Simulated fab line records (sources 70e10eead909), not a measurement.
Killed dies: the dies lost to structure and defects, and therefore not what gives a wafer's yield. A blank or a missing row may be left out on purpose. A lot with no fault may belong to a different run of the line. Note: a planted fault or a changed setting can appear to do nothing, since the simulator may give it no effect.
A struck lot beside a sound one | flow nand harc | 25 steps out of a route of 1302
Sound: wafers L668.2, L668.5, L668.6. Struck: wafer L677.4. (L677.1, L677.2 of the same lot were not struck and are left out.) The cause comes at the end.
For every step that has rows: the tool of each side, followed by ch and its chambers, followed by its first start. Under that, the readings that differ: sound wafers | struck wafers | difference of the means | sigmas: that difference in standard deviations of wafers without a fault.
alike: same words and numbers on both sides, and readings whose means sit less than 2 such deviations apart. not compared: any withheld reading, any reading some wafer has no value for, any bound like >300 that may hide the same value, and any number with overlapping values for which the record gives no deviation.
A row with sigmas, a row that says differs or no value, or rows on one side alone: a step with any of these is where the two part. Numbers that don't overlap but have no deviation are shown without sigmas and don't part them. A reading missing from all wafers of one side parts the sides only when that side holds two or more wafers.

first, 1 step without rows for these wafers: NHARC_A_M0_SRD_25.
NHARC_A_M0_INSPECT_27:
  sound: defect inspect-01 at day 23 13:01; struck: defect inspect-02 at day 27 05:08
  alike: raw defect count
NHARC_A_M0_PRE_CLEAN_31: time 12 s.
  sound on pecvd-02 ch 1,2, day 23 13:07; struck on pecvd-03 ch 2, day 27 05:13
  alike: heater power w
NHARC_A_M0_DEP_32: deposits SiCN, target thk 30 nm.
  sound on pecvd-02 ch 1,2, day 23 13:15; struck on pecvd-03 ch 2, day 27 05:19
  alike: heater power w
then, 7 steps without rows for these wafers: NHARC_A_M1_DEP_00 (deposits SiOC, target thk 182.5 nm); NHARC_A_M1_DEHYDRATE_01 (time 120 s); NHARC_A_M1_HMDS_02 (time 30 s); NHARC_A_M1_COAT_34 (time 65 s); NHARC_A_M1_COAT_03 (resist thk 90 nm); NHARC_A_M1_SOFTBAKE_04 (time 55 s); NHARC_A_M1_EBR_05.
NHARC_A_M1_EXPOSE_06: exposes mask A M1, target cd 120 nm.
  sound on arfi scanner-02 ch 0, day 23 14:17; struck on arfi scanner-02 ch 0, day 27 06:23
  alike: mask
then, 2 steps without rows for these wafers: NHARC_A_M1_PEB_07 (peb time 65 s); NHARC_A_M1_DEVELOP_08 (develop time 35 s).
NHARC_A_M1_CD_MEAS_09: the cd target is 120 nm.
  sound on cd sem-03 ch 0, day 23 14:25; struck on cd sem-02 ch 0, day 27 06:31
  reading    | sound             | struck | difference | sigmas
  cd nm (nm) | 120.8 120.2 120.5 | 128.8  | +8.3       | +11
NHARC_A_M1_OVL_MEAS_10: pitch 240 nm.
  sound: overlay-01 at day 23 14:30; struck: overlay-01 at day 27 06:37
  alike: overlay x nm, overlay y nm
NHARC_A_M1_INSPECT_11:
  sound: defect inspect-01 at day 23 14:32; struck: defect inspect-02 at day 27 06:38
  alike: raw defect count
NHARC_A_M1_DESCUM_14: chemistry O2, time 3 s.
  sound on rie diel-10 ch 0,1, day 23 14:36; struck on rie diel-01 ch 3, day 27 06:42
  reading                         | sound             | struck | difference | sigmas
  showerhead plenum p Torr (Torr) | 2.00 2.03 2.00    | 1.78   | -0.23      | -3
  model.A_M1.cd nm (nm)           | 120.2 120.3 120.1 | 128.8  | +8.6       |
  alike: drypump motor current A, oes product au, rf vpp V, throttle valve pct
  not compared: rf hours counter h
NHARC_A_M1_ETCH_35: etches the open film in N2/H2, target depth 40 nm, overetch 12 nm, time 43.94 s.
  sound on rie diel-10 ch 0,1, day 23 14:41; struck on rie diel-01 ch 3, day 27 06:47
  reading                         | sound             | struck | difference | sigmas
  rf vpp V (V)                    | 432.2 434.7 431.4 | 425.4  | -7.4       | -3
  showerhead plenum p Torr (Torr) | 2.13 2.17 2.13    | 1.89   | -0.25      | -3
  alike: drypump motor current A, oes product au, throttle valve pct
  not compared: rf hours counter h
NHARC_A_M1_ETCH_15: etches the open film in C4F8/Ar, target depth 182.5 nm, time 91.2 s.
  sound on rie diel-10 ch 0,1,2; struck on rie diel-01 ch 2
  alike: oes product au, rf vpp V
  not compared: rf hours counter h
NHARC_A_M1_CD_MEAS_16:
  sound: cd sem-02 at day 23 14:55; struck: cd sem-01 at day 27 07:01
  reading    | sound             | struck | difference | sigmas
  cd nm (nm) | 119.9 119.6 120.0 | 128.1  | +8.3       | +9
NHARC_A_M1_STRIP_18: strips in N2/H2.
  sound on rie diel-04 ch 0,3, day 23 15:01; struck on rie diel-10 ch 1, day 27 07:05
  reading      | sound          | struck | difference | sigmas
  rf vpp V (V) | 91.8 89.9 89.7 | 92.7   | +2.2       | +2
  alike: drypump motor current A, oes product au, showerhead plenum p Torr, throttle valve pct
  not compared: rf hours counter h
NHARC_A_M1_ETCH_28: etches the open film in CF4/N2, target depth 30 nm, time 72.99 s.
  sound on rie diel-04 ch 0,2,3; struck on rie diel-10 ch 1
  reading               | sound             | struck | difference | sigmas
  model.A_M1.cd nm (nm) | 119.8 120.9 119.6 | 128.7  | +8.6       |
  alike: drypump motor current A, oes product au, rf vpp V, showerhead plenum p Torr, throttle valve pct
  not compared: rf hours counter h
then, 2 steps without rows for these wafers: NHARC_A_M1_STRIP_19 (strips in post etch residue remover, time 600 s); NHARC_END_SORT_01.

WHERE THEY PART
Last at NHARC_A_M1_STRIP_18 as far as this record goes, first at NHARC_A_M1_CD_MEAS_09. Later steps at which nothing parts them and some readings are alike: NHARC_A_M1_ETCH_28.

WHY: whatever the simulator had introduced
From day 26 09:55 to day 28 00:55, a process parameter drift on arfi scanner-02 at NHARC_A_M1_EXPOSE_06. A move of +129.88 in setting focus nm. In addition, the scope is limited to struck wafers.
